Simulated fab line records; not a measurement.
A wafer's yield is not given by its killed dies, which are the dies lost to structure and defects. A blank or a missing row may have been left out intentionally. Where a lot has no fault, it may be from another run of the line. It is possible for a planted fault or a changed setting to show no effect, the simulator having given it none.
Which tool is to blame? + flow nandHarc + Sampling: 14 lots, 42 wafers, 5 of 1302 route steps

WHAT THE GAUGES SHOWED, per wafer
NHARC_P_M2_CD_MEAS_09: the cd target is 170 nm.
| lot  | measured     | on       | cdNm (nm)         |
|------|--------------|----------|-------------------|
| L867 | day 6 14:41  | cdSem-02 | 170.4 168.7 170.1 |
| L872 | day 8 07:44  | cdSem-01 | 171.3 170.7 170.4 |
| L871 | day 8 08:11  | cdSem-03 | 170.3 170.8 170.1 |
| L873 | day 9 05:49  | cdSem-01 | 170.5 170.8 170.3 |
| L875 | day 9 16:19  | cdSem-01 | 169.6 170.4 169.5 |
| L876 | day 10 02:53 | cdSem-01 | 171.0 170.5 170.9 |
| L878 | day 11 03:48 | cdSem-01 | 122.7 170.7 170.1 |
| L879 | day 11 08:52 | cdSem-01 | 170.6 122.7 170.0 |
| L885 | day 14 04:02 | cdSem-01 | 169.8 169.7 170.0 |
| L886 | day 14 05:31 | cdSem-03 | 169.5 169.5 169.8 |
| L887 | day 14 16:01 | cdSem-02 | 169.3 168.8 170.0 |
| L889 | day 15 07:23 | cdSem-01 | 168.4 169.7 170.0 |
| L888 | day 15 08:29 | cdSem-02 | 168.8 169.9 169.7 |
| L890 | day 15 20:13 | cdSem-02 | 169.4 170.4 170.6 |

WHICH TOOL RAN EACH LOT (tool, then ch and the chambers of the sampled wafers, then the start)
| lot  | NHARC_P_M1_STRIP_18               | NHARC_P_M1_PVD_21                      | NHARC_P_M1_PRE_CLEAN_32         | NHARC_P_M2_PEB_07                |
|------|-----------------------------------|----------------------------------------|---------------------------------|----------------------------------|
| L867 | rieDiel-03 ch 0,2,3, day 6 10:19  | pvdSputter-01, day 6 12:34 or earlier  | pecvd-02 ch 2, day 6 12:34      | lithoTrack-01 ch 0, day 6 14:37  |
| L872 | rieDiel-07 ch 0,1, day 8 04:16    | pvdSputter-02, day 8 06:31 or earlier  | pecvd-01 ch 0,1, day 8 06:31    | lithoTrack-04 ch 0, day 8 07:40  |
| L871 | rieDiel-12 ch 0,1,3, day 8 04:41  | pvdSputter-01, day 8 06:53 or earlier  | pecvd-02 ch 0,1, day 8 06:53    | lithoTrack-04 ch 0, day 8 08:07  |
| L873 | rieDiel-12 ch 0,3, day 9 02:11    | pvdSputter-01, day 9 04:31 or earlier  | pecvd-02 ch 0,1,2, day 9 04:31  | lithoTrack-04 ch 0, day 9 05:44  |
| L875 | rieDiel-07 ch 1,2, day 9 12:43    | pvdSputter-02, day 9 14:59 or earlier  | pecvd-01 ch 0,2, day 9 14:59    | lithoTrack-06 ch 0, day 9 16:14  |
| L876 | rieDiel-12 ch 0,1, day 9 23:20    | pvdSputter-01, day 10 01:42 or earlier | pecvd-03 ch 0,1,2, day 10 01:42 | lithoTrack-04 ch 0, day 10 02:48 |
| L878 | rieDiel-03 ch 0,1,3, day 11 00:16 | pvdSputter-02, day 11 02:38 or earlier | pecvd-01 ch 1,2, day 11 02:38   | lithoTrack-04 ch 0, day 11 03:43 |
| L879 | rieDiel-12 ch 0,1,3, day 11 05:24 | pvdSputter-03, day 11 07:40 or earlier | pecvd-01 ch 1,2, day 11 07:40   | lithoTrack-04 ch 0, day 11 08:47 |
| L885 | rieDiel-03 ch 1,2,3, day 14 00:34 | pvdSputter-01, day 14 02:50 or earlier | pecvd-03 ch 0,1,2, day 14 02:50 | lithoTrack-01 ch 0, day 14 03:58 |
| L886 | rieDiel-07 ch 1,2, day 14 01:56   | pvdSputter-03, day 14 04:13 or earlier | pecvd-02 ch 0,1,2, day 14 04:13 | lithoTrack-06 ch 0, day 14 05:26 |
| L887 | rieDiel-12 ch 2,3, day 14 12:24   | pvdSputter-03, day 14 14:40 or earlier | pecvd-03 ch 0,1,2, day 14 14:40 | lithoTrack-01 ch 0, day 14 15:56 |
| L889 | rieDiel-12 ch 1,3, day 15 03:55   | pvdSputter-03, day 15 06:11 or earlier | pecvd-02 ch 0,1,2, day 15 06:11 | lithoTrack-01 ch 0, day 15 07:18 |
| L888 | rieDiel-03 ch 0,2,3, day 15 04:53 | pvdSputter-01, day 15 07:10 or earlier | pecvd-01 ch 0,2, day 15 07:10   | lithoTrack-06 ch 0, day 15 08:25 |
| L890 | rieDiel-03 ch 1,2, day 15 16:39   | pvdSputter-01, day 15 18:54 or earlier | pecvd-02 ch 0,1, day 15 18:54   | lithoTrack-04 ch 0, day 15 20:07 |
- NHARC_P_M1_STRIP_18: strips in N2/H2.
- NHARC_P_M1_PVD_21: deposits Cu, target thk 30 nm, time 20.49 s.
- NHARC_P_M1_PRE_CLEAN_32: time 12 s.
- NHARC_P_M2_PEB_07: peb time 65 s.

AS READ BY THE TOOLS THEMSELVES (means over the sampled wafers that have a number; for cases with no such wafer, the mark the record gives instead)
NHARC_P_M1_STRIP_18.
| lot  | tool       | drypumpMotorCurrentA (A) | oesProductAu (a.u.) | rfVppV (V) | showerheadPlenumPTorr (Torr) | throttleValvePct (%) |
|------|------------|--------------------------|---------------------|------------|------------------------------|----------------------|
| L867 | rieDiel-03 | 5.8                      | 1.019               | 90.9       | 2.05                         | 14.178               |
| L872 | rieDiel-07 | 5.5                      | 1.006               | 90.0       | 2.06                         | 14.168               |
| L871 | rieDiel-12 | 5.3                      | 0.999               | 90.1       | 2.12                         | 14.170               |
| L873 | rieDiel-12 | 5.4                      | 0.988               | 91.4       | 2.16                         | 14.177               |
| L875 | rieDiel-07 | 5.6                      | 1.004               | 90.1       | 2.04                         | 14.188               |
| L876 | rieDiel-12 | 5.2                      | 0.998               | 90.6       | 2.08                         | 14.170               |
| L878 | rieDiel-03 | 5.8                      | 1.006               | 89.6       | 2.06                         | 14.178               |
| L879 | rieDiel-12 | 5.3                      | 1.000               | 90.9       | 2.12                         | 14.172               |
| L885 | rieDiel-03 | 6.0                      | 1.003               | 90.3       | 2.01                         | 14.171               |
| L886 | rieDiel-07 | 5.9                      | 0.993               | 90.9       | 2.18                         | 14.166               |
| L887 | rieDiel-12 | 5.2                      | 1.009               | 90.9       | 2.03                         | 14.174               |
| L889 | rieDiel-12 | 5.4                      | 0.991               | 90.9       | 2.16                         | 14.169               |
| L888 | rieDiel-03 | 5.9                      | 1.002               | 91.3       | 2.05                         | 14.171               |
| L890 | rieDiel-03 | 6.2                      | 0.999               | 90.3       | 1.97                         | 14.164               |

NHARC_P_M1_PVD_21.
| lot  | tool          | substrateTempC (C) | throttleValvePct (%) |
|------|---------------|--------------------|----------------------|
| L867 | pvdSputter-01 | 29.96              | 30.9                 |
| L872 | pvdSputter-02 | 29.91              | 28.9                 |
| L871 | pvdSputter-01 | 30.07              | 29.9                 |
| L873 | pvdSputter-01 | 30.00              | 31.8                 |
| L875 | pvdSputter-02 | 30.08              | 29.0                 |
| L876 | pvdSputter-01 | 29.89              | 31.0                 |
| L878 | pvdSputter-02 | 30.07              | 28.3                 |
| L879 | pvdSputter-03 | 29.95              | 30.4                 |
| L885 | pvdSputter-01 | 29.96              | 30.5                 |
| L886 | pvdSputter-03 | 29.93              | 29.8                 |
| L887 | pvdSputter-03 | 30.03              | 29.8                 |
| L889 | pvdSputter-03 | 30.04              | 29.7                 |
| L888 | pvdSputter-01 | 29.97              | 30.1                 |
| L890 | pvdSputter-01 | 30.00              | 30.6                 |

NHARC_P_M1_PRE_CLEAN_32.
| lot  | tool     | heaterPowerOuterW (W) | heaterPowerW (W) |
|------|----------|-----------------------|------------------|
| L867 | pecvd-02 | 376                   | 626              |
| L872 | pecvd-01 | 400                   | 638              |
| L871 | pecvd-02 | 426                   | 653              |
| L873 | pecvd-02 | 406                   | 658              |
| L875 | pecvd-01 | 330                   | 571              |
| L876 | pecvd-03 | 346                   | 613              |
| L878 | pecvd-01 | 334                   | 548              |
| L879 | pecvd-01 | 342                   | 565              |
| L885 | pecvd-03 | 322                   | 570              |
| L886 | pecvd-02 | 386                   | 634              |
| L887 | pecvd-03 | 317                   | 588              |
| L889 | pecvd-02 | 399                   | 639              |
| L888 | pecvd-01 | 353                   | 601              |
| L890 | pecvd-02 | 402                   | 637              |

NHARC_P_M2_PEB_07.
| lot  | tool          | chillPlateTempC (C) | heaterPowerTotalW (W) |
|------|---------------|---------------------|-----------------------|
| L867 | lithoTrack-01 | 23.11               | 156.2                 |
| L872 | lithoTrack-04 | 22.89               | 156.8                 |
| L871 | lithoTrack-04 | 22.89               | 156.9                 |
| L873 | lithoTrack-04 | 23.05               | 156.4                 |
| L875 | lithoTrack-06 | 23.00               | 157.0                 |
| L876 | lithoTrack-04 | 22.97               | 156.7                 |
| L878 | lithoTrack-04 | 23.05               | 203.1                 |
| L879 | lithoTrack-04 | 22.87               | 203.5                 |
| L885 | lithoTrack-01 | 22.93               | 156.1                 |
| L886 | lithoTrack-06 | 23.04               | 156.4                 |
| L887 | lithoTrack-01 | 23.00               | 156.7                 |
| L889 | lithoTrack-01 | 22.92               | 156.5                 |
| L888 | lithoTrack-06 | 23.14               | 156.6                 |
| L890 | lithoTrack-04 | 22.85               | 156.9                 |

THE ANSWER, worked out from the rows above alone
Rule: the lots themselves supply what counts as usual. The widest of any qualifying gaps counts: lots, ordered by their means at a reading, are off when they make up no more than a third of the lots, leave a main group of 4 or more, and stand apart from it by 3 or more times the standard deviation of that group's means. The tables above print the reading to a certain number of digits; a main group whose means all agree to those digits is not used. A lot without any number at a reading at which 4 lots or more have one is off too. All remaining lots with rows at the step are treated as sound. First the gauges in route order, then the tools' own readings, where a lot's mean is used as printed above. At the first step where some lot is off, the reading lying furthest off is the one used; lots without a number count as furthest.
Off: L878, L879 (NHARC_P_M2_CD_MEAS_09, cdNm). The main group has a mean of 170.0 nm with a standard deviation of 0.51.
If a tool, at a process step before that reading, ran all the lots that are off and no sound lot after the first of them, it fits. The gauges at NHARC_P_M2_CD_MEAS_09 aren't tried: what is off there is off at NHARC_P_M2_PEB_07 too, on other tools, and a gauge's error can't cause that. NHARC_P_M1_PVD_21 gives no start for some lots, so the hours and the order of its lots are those of NHARC_P_M1_PRE_CLEAN_32. Of those tried, none fits.

WHAT HAD BEEN PUT IN BY THE SIMULATOR
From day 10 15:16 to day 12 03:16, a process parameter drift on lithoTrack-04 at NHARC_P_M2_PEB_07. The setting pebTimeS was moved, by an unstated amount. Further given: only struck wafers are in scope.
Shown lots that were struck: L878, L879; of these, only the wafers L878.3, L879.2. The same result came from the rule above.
